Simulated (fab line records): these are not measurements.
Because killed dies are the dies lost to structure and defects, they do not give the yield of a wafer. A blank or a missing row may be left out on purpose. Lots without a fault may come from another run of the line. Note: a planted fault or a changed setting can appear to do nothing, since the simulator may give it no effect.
fab line records -- flow nandHarc
record: lots: 6, wafers: 18, lastDay: 32
route steps=1302 shown P_GATE@155
lots untouched by any fault: they come from a run of this same line in which no faults occurred
startH: start of the lot's first displayed wafer, in hours after the record's first day -- waitH: how many hours have passed since the lot's step before this one -- " the same as in the row above -- L1.1+2: one row covering several wafers at once -- - either no value or no given start -- * or withheld: withheld -- < > ~ a bound
route shown NAME@n: names a module that has steps shown in the file, with the first one's number in the route -- usual: mean/standard deviation of fault-free wafers -- same: alike in all rows -- chamber/n: place in a boat -- sites: readings site by site -- _std_site: the values' standard deviation -- _edge_site: outer sites' mean less inner sites' -- radiusMm: how far each site lies from the wafer's centre -- mask NAME#n: copy n -- behind: the last tool/chamber to shape the wafer -- hold: why the lot went on hold/how many hours it stayed there/how the hold came to an end -- device: the n, p or np transistor that did not switch -- end of line: the tests these same wafers got at the end of their route -- step lacking rows: just its recipe -- killed: not the wafer's yield, but the dies lost to structure and defects at the first sort -- map: a wafer's dies, x killed, . not, _ none there
set.NAME: the setting that was run; set.NAME@STEP: the one run at that earlier step -- model.NAME: the simulator's own value behind a step, which no gauge read
a table for each step, a row for each wafer; lots at some steps of the route
services: from which hour (startH, from the record's first day; less than 0 if before it) a tool's chamber was out of use, for how many hours, and why
== steps ==
step: NHARC_P_GATE_ALD_36
recipe: targetThkA: 200, pulseTimeS: 60, aldCycles: 223, tempC: 400, material: SiNx
usual: heaterPowerW: 775/70, precursorPulseHeightRel: 1.001/0.022
lot.wafer,tool,chamber,startH,waitH,heaterPowerW,precursorPulseHeightRel
L212.3,aldSin-04,0,179.49,-,824,1.005
L212.1,aldSin-04,1,180.54,-,667,0.989
L212.5,aldSin-04,0,183.67,-,820,1.000
L213.3,aldSin-03,3,199.55,-,830,1.013
L213.5,aldSin-03,0,200.61,-,847,1.003
L213.6,aldSin-03,1,201.67,-,807,1.010
L221.4,aldSin-01,0,274.44,-,773,0.990
L221.6,aldSin-01,0,278.62,-,781,0.998
L221.5,aldSin-01,1,279.66,-,716,0.976
L220.4,aldSin-04,1,274.64,-,693,1.000
L220.3,aldSin-04,2,275.70,-,829,1.003
L220.6,aldSin-04,2,279.96,-,821,0.981
L224.2,aldSin-04,1,303.11,-,696,0.974
L224.1,aldSin-04,2,304.18,-,809,1.021
L224.6,aldSin-04,2,308.46,-,809,1.032
L225.1,aldSin-03,1,314.88,-,808,0.962
L225.4,aldSin-03,3,317.00,-,836,1.014
L225.5,aldSin-03,1,319.13,-,805,0.996
step: NHARC_P_GATE_ETCHBACK_37
recipe: targetDepthA: 345, timeS: 17.2, chf3FlowSccm: 50, o2FlowSccm: 10, arFlowSccm: 200, rfW: 500, biasW: 200, chemistry: CHF3/O2
usual: drypumpMotorCurrentA: 5.8/0.55, oesProductAu: 0.95/0.035, rfVppV: 371.1/2.6, showerheadPlenumPTorr: 2.43/0.11, throttleValvePct: 20.572/0.0091
lot.wafer,tool,chamber,startH,waitH,drypumpMotorCurrentA,oesProductAu,rfHoursCounterH,rfVppV,showerheadPlenumPTorr,throttleValvePct
L212.3,rieDiel-13,2,-,-,6.5,0.95,0,372.6,2.52,20.593
L212.1,rieDiel-13,0,-,-,5.7,0.95,0,371.9,2.39,20.559
L212.5,rieDiel-13,2,-,-,6.5,0.96,-,372.2,2.52,20.591
L213.3,rieDiel-13,3,-,-,6.2,0.92,2,371.2,2.34,20.582
L213.6,rieDiel-13,1,-,-,4.9,0.93,-,373.8,2.55,20.584
L213.5,rieDiel-13,2,-,-,6.5,0.94,-,371.1,2.52,20.572
L221.4,rieDiel-01,2,-,-,5.9,0.93,3,368.4,2.34,20.573
L221.6,rieDiel-01,3,-,-,5.9,0.94,-,368.4,2.27,20.584
L221.5,rieDiel-01,0,-,-,6.2,0.94,-,372.9,2.52,20.586
L220.3,rieDiel-07,1,-,-,5.0,0.99,7,373.0,2.53,20.586
L220.4,rieDiel-07,3,-,-,5.7,0.96,6,370.9,2.35,20.571
L220.6,rieDiel-07,1,-,-,5.0,1.00,-,372.1,2.53,20.571
L224.1,rieDiel-01,1,-,-,5.2,0.94,4,374.1,2.57,20.572
L224.2,rieDiel-01,3,-,-,5.9,0.93,4,368.2,2.26,20.556
L224.6,rieDiel-01,1,-,-,5.2,0.93,-,374.4,2.57,20.552
L225.4,rieDiel-01,1,-,-,5.2,0.94,4,375.5,2.57,20.578
L225.1,rieDiel-01,2,-,-,5.9,0.92,4,368.1,2.34,20.580
L225.5,rieDiel-01,0,-,-,6.2,0.93,-,372.1,2.52,20.563
step: NHARC_P_GATE_STRIP_101
recipe: timeS: 20, o2FlowSccm: 500, arFlowSccm: 0, biasW: 0, chemistry: O2
usual: drypumpMotorCurrentA: 5.8/0.53, oesProductAu: 1.004/0.015, rfVppV: 57.9/0.86, showerheadPlenumPTorr: 3.56/0.16, throttleValvePct: 17.037/0.0098
lot.wafer,tool,chamber,startH,waitH,drypumpMotorCurrentA,oesProductAu,rfHoursCounterH,rfVppV,showerheadPlenumPTorr,throttleValvePct
L212.1,rieDiel-13,2,189.04,0.1,6.5,1.026,0,58.1,3.70,17.021
L212.3,rieDiel-13,0,189.04,0.1,5.7,1.007,0,57.2,3.52,17.037
L212.5,rieDiel-13,2,189.04,0.1,6.5,1.027,-,58.3,3.70,17.032
L213.3,rieDiel-13,0,206.01,0.1,5.7,1.003,2,56.4,3.51,17.049
L213.6,rieDiel-13,2,206.01,0.1,6.6,1.025,-,59.2,3.70,17.052
L213.5,rieDiel-13,3,206.01,0.1,6.3,1.027,-,58.7,3.44,17.032
L221.4,rieDiel-01,2,283.99,0.1,5.9,0.990,3,57.3,3.44,17.035
L221.6,rieDiel-01,0,283.99,0.1,6.2,0.996,-,57.8,3.70,17.045
L221.5,rieDiel-01,1,283.99,0.1,5.2,1.009,-,57.9,3.77,17.043
L220.3,rieDiel-07,2,284.30,0.1,5.7,1.015,5,57.5,3.30,17.031
L220.4,rieDiel-07,0,284.30,0.1,6.5,0.988,7,56.6,3.44,17.050
L220.6,rieDiel-07,2,284.30,0.1,5.7,1.017,-,57.1,3.30,17.033
L224.1,rieDiel-01,3,312.80,0.1,5.9,1.008,4,56.8,3.33,17.031
L224.2,rieDiel-01,0,312.80,0.1,6.2,1.009,4,59.3,3.70,17.056
L224.6,rieDiel-01,3,312.80,0.1,5.9,1.011,-,57.9,3.33,17.030
L225.4,rieDiel-01,1,324.52,0.1,5.2,1.020,4,59.6,3.77,17.050
L225.1,rieDiel-01,0,324.52,0.1,6.2,1.027,4,58.3,3.70,17.044
L225.5,rieDiel-01,1,324.52,0.1,5.3,1.005,-,57.9,3.77,17.028
step: NHARC_P_GATE_PRECLEAN_97
recipe: timeS: 600, tempC: 120, chemistry: SPM
step: NHARC_P_GATE_SRD_98
step: NHARC_P_GATE_PRECLEAN_99
recipe: timeS: *, tempC: 50, bathAgeMin: 0, chemistry: SC1
step: NHARC_P_GATE_SRD_100
step: NHARC_P_GATE_DEHYDRATE_38
recipe: tempC: 150, timeS: 120
step: NHARC_P_GATE_HMDS_39
recipe: timeS: 30
step: NHARC_P_GATE_COAT_40
recipe: spinRpm: 3000
step: NHARC_P_GATE_SOFTBAKE_41
recipe: tempC: 122, timeS: 95
step: NHARC_P_GATE_EBR_42
step: NHARC_P_GATE_EXPOSE_43
recipe: na: 0.6, targetCdNm: 720, doseMj: 14.81, maskId: P_NSD
lot.wafer,tool,chamber,startH,waitH,mask
L212.1+3+5,krfScanner-04,0,189.80,-,P_NSD#0
L213.3+5+6,krfScanner-02,0,206.78,-,P_NSD#0
L221.4+5+6,krfScanner-04,0,284.64,-,P_NSD#0
L220.3+4+6,krfScanner-03,0,285.08,-,P_NSD#0
L224.1+2+6,krfScanner-04,0,313.57,-,P_NSD#0
L225.1+4+5,krfScanner-03,0,325.28,-,P_NSD#0
step: NHARC_P_GATE_PEB_44
recipe: pebTempC: 118, pebTimeS: 85
step: NHARC_P_GATE_DEVELOP_45
recipe: timeS: 70
step: NHARC_P_GATE_CD_MEAS_46
recipe: targetCdNm: 720, landingEnergyEv: 500
usual: cdNm: 719.6/2.2
lot.wafer,tool,chamber,startH,waitH,cdNm
L212.1,cdSem-01,0,189.95,-,721.3
L212.3,cdSem-01,0,189.95,-,721.6
L212.5,cdSem-01,0,189.95,-,719.9
L213.3,cdSem-01,0,206.93,-,717.5
L213.5,cdSem-01,0,206.93,-,718.7
L213.6,cdSem-01,0,206.93,-,719.0
L221.4,cdSem-02,0,284.79,-,716.0
L221.5,cdSem-02,0,284.79,-,719.9
L221.6,cdSem-02,0,284.79,-,738.8
L220.3,cdSem-02,0,285.23,-,722.0
L220.4,cdSem-02,0,285.23,-,719.8
L220.6,cdSem-02,0,285.23,-,719.5
L224.1,cdSem-03,0,313.73,-,743.8
L224.2,cdSem-03,0,313.73,-,718.1
L224.6,cdSem-03,0,313.73,-,744.0
L225.1,cdSem-02,0,325.43,-,720.3
L225.4,cdSem-02,0,325.43,-,721.5
L225.5,cdSem-02,0,325.43,-,719.7
step: NHARC_P_GATE_HARDBAKE_47
recipe: tempC: 125, timeS: 80
step: NHARC_P_GATE_DESCUM_48
recipe: timeS: 3, o2FlowSccm: 200, arFlowSccm: 0, biasPowerW: 0, chemistry: O2
usual: drypumpMotorCurrentA: 5.8/0.55, oesProductAu: 1.007/0.014, rfVppV: 57.7/0.88, showerheadPlenumPTorr: 1.94/0.09, throttleValvePct: 11.311/0.0089
lot.wafer,tool,chamber,startH,waitH,drypumpMotorCurrentA,oesProductAu,rfHoursCounterH,rfVppV,showerheadPlenumPTorr,throttleValvePct,model.P_GATE.cdNm
L212.3,rieDiel-07,2,190.13,-,5.6,1.014,2,58.6,1.78,11.315,722
L212.1,rieDiel-07,3,190.13,-,5.6,0.980,2,58.4,1.87,11.311,722.4
L212.5,rieDiel-07,1,190.13,-,5.0,0.988,-,57.2,2.02,11.318,720.6
L213.3,rieDiel-13,2,207.11,-,6.5,1.012,2,58.0,2.01,11.307,717
L213.6,rieDiel-13,1,207.11,-,4.9,1.002,-,59.0,2.04,11.307,719.7
L213.5,rieDiel-13,2,207.11,-,6.6,1.017,-,56.7,2.01,11.300,718
L221.4,rieDiel-13,1,284.94,-,5.0,1.007,10,58.4,2.03,11.310,716.5
L221.6,rieDiel-13,1,284.94,-,4.9,1.009,-,58.6,2.03,11.304,739.6
L221.5,rieDiel-13,2,284.94,-,6.6,1.016,-,57.6,2.01,11.306,719.6
L220.3,rieDiel-07,0,285.41,-,6.5,0.993,7,57.4,1.86,11.316,722.5
L220.6,rieDiel-07,2,285.41,-,5.6,1.015,-,57.0,1.78,11.319,719.7
L220.4,rieDiel-07,3,285.41,-,5.6,0.982,-,57.2,1.87,11.318,720.2
L224.1,rieDiel-13,2,313.89,-,6.6,1.009,9,57.2,2.01,11.308,743.5
L224.2,rieDiel-13,0,313.89,-,5.7,1.002,13,56.6,1.90,11.328,719.2
L224.6,rieDiel-13,2,313.89,-,6.6,1.012,-,58.7,2.01,11.324,743.9
L225.4,rieDiel-01,2,325.60,-,5.8,0.997,4,57.2,1.86,11.300,720
L225.1,rieDiel-01,1,325.60,-,5.3,1.025,4,58.0,2.05,11.303,719.3
L225.5,rieDiel-01,3,325.60,-,5.9,1.009,-,57.5,1.80,11.315,719
step: NHARC_P_GATE_IMPLANT_49
recipe: energyKev: 30, doseCm2: 3e+15, tiltDeg: 7
== services ==
tool,chamber,startH,hours,kind
rieDiel-13,-,165.00,9.0,pm
aldSin-03,-,170.83,10.0,pm
krfScanner-04,-,182.35,4.0,pm
rieDiel-01,0,185.15,2.8,repair
aldSin-01,3,189.05,12.5,repair
rieDiel-07,0,189.96,4.2,repair
rieDiel-01,-,203.80,9.0,pm
krfScanner-04,-,208.95,0.2,repair
aldSin-01,-,212.35,10.0,pm
rieDiel-13,2,220.15,34.9,repair
krfScanner-03,-,224.55,4.0,pm
aldSin-01,0,235.11,1.3,repair
rieDiel-13,3,236.14,2.6,repair
rieDiel-07,-,239.29,0.7,repair
aldSin-04,1,253.90,3.3,repair
aldSin-03,-,282.99,1.5,repair
rieDiel-07,1,285.15,4.3,repair
rieDiel-13,2,290.62,6.3,repair
rieDiel-07,-,294.21,9.0,pm
rieDiel-01,2,294.55,8.8,repair
rieDiel-13,3,305.49,14.4,repair
rieDiel-01,-,307.05,0.8,repair
krfScanner-03,-,314.47,0.5,repair
krfScanner-03,-,315.08,8.4,repair
== key ==
firstSign: step: NHARC_P_GATE_CD_MEAS_46, reading: cdNm, direction: up, sigmas: 10, usual: 719.6, struck: 742.2
effect none on later readings
modelEffect: step: NHARC_P_GATE_DESCUM_48, value: P_GATE.cdNm, without: 718.8, struck: 742.3
metAt NHARC_P_GATE_EXPOSE_43
struckWafers L221.6,L224.1,L224.6
testerLeftOut L221,L224
onsetBetween 189.80 284.64
fault: kind: processParameterDrift, tool: krfScanner-04, chamber: -, onsetH: 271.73, steps: NHARC_P_GATE_EXPOSE_43, channel: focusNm, offset: 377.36, shape: step, endH: 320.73, scope: struckWafersOnly
testerLeftOut: of these lots the tester's yield and bins aren't shown, on N5 and GAA mostly nor the transistor test; their killed dies are dies lost to structure and defects alone, not to doping, threshold or leakage, so they don't give the yield
